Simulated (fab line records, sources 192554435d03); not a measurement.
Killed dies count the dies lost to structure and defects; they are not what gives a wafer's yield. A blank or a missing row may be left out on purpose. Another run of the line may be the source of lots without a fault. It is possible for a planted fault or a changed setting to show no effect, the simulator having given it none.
Struck lot and sound lot, side by side || flow n5Finfet || 14 out of 1938 route steps
Sound: the wafers L571.1, L571.3, L571.5. The struck wafers were L586.2, L586.3, L586.6. The cause comes at the end.
Order at every step that has rows: each side's tool, ch and its chambers, its first start. Under that, the readings that differ: sound wafers || struck wafers || difference of the means || sigmas: that difference in standard deviations of wafers without a fault.
alike: readings whose means differ by less than 2 such deviations, and words and numbers that are the same on both sides. not compared: withheld readings, readings that some wafer has no value for, bounds like >300 that may hide the same value, and numbers for which the record gives no deviation and whose values overlap.
A row with sigmas, a row that says differs or no value, or rows on one side alone: a step with any of these is where the two part. Numbers that don't overlap but have no deviation are shown without sigmas and don't part them. A reading missing from all wafers of one side parts the sides only when that side holds two or more wafers.

N5_BEOL_M12_STRIP_63: strips in N2/H2.
  sound on plasmaAsher-01 ch 0,1, day 12 00:05; struck on plasmaAsher-02 ch 0,1, day 16 00:05
  alike: drypumpMotorCurrentA, h2FlowSccm, heaterPowerW, oesProductAu, stripTimeToEndpointS
  not compared: rfHoursCounterH
N5_BEOL_M12_STRIP_64: strips in N2/H2.
  sound on plasmaAsher-01 ch 0,1, day 12 00:08; struck on plasmaAsher-02 ch 0,1, day 16 00:08
  alike: drypumpMotorCurrentA, h2FlowSccm, heaterPowerW, oesProductAu, stripTimeToEndpointS
  not compared: rfHoursCounterH
then, 2 steps without rows for these wafers: N5_BEOL_M12_STRIP_71 (strips in post etch residue remover, time 60 s); N5_BEOL_M12_SRD_72 (time 30 s, dry time 30 s).
N5_BEOL_M12_CD_MEAS_17 targets a cd of 140 nm.
  sound: cdSem-03 at day 12 00:17; struck: cdSem-01 at day 16 00:17
  alike: cdNm
then, 7 steps without rows for these wafers: N5_BEOL_M12_COAT_65 (time 60 s, resist thk 300 nm); N5_BEOL_M12_COAT_66 (time 60 s, resist thk 110 nm); N5_BEOL_M12_COAT_22 (resist thk 300 nm); N5_BEOL_M12_EBR_24; N5_BEOL_M12_SOFTBAKE_23 (time 60 s); N5_BEOL_M12_EXPOSE_25 (exposes mask M12); N5_BEOL_M12_PEB_26 (peb time 90 s).
N5_BEOL_M12_DEVELOP_27: develop time 45 s.
  struck on lithoTrack-04, day 16 00:38; sound on lithoTrack-05 ch 0, day 12 00:31
  no value came back on the struck wafers for chillPlateTempC (C), developTimeS (s); on the sound wafers chillPlateTempC (C) reads 23.19 23.14 23.10
{"reading": "model.coat_of_BEOL_M12_COAT_22.thkNm (nm)", "sound": "285 285.2 284.6", "struck": "298.8 298.4 298.2", "difference": "+13.5", "sigmas": ""}
then, 1 step without rows for these wafers: N5_BEOL_M12_HARDBAKE_32 (time 120 s).

WHERE THEY PART
Only at N5_BEOL_M12_DEVELOP_27, within this record.

WHY: what had been put in by the simulator
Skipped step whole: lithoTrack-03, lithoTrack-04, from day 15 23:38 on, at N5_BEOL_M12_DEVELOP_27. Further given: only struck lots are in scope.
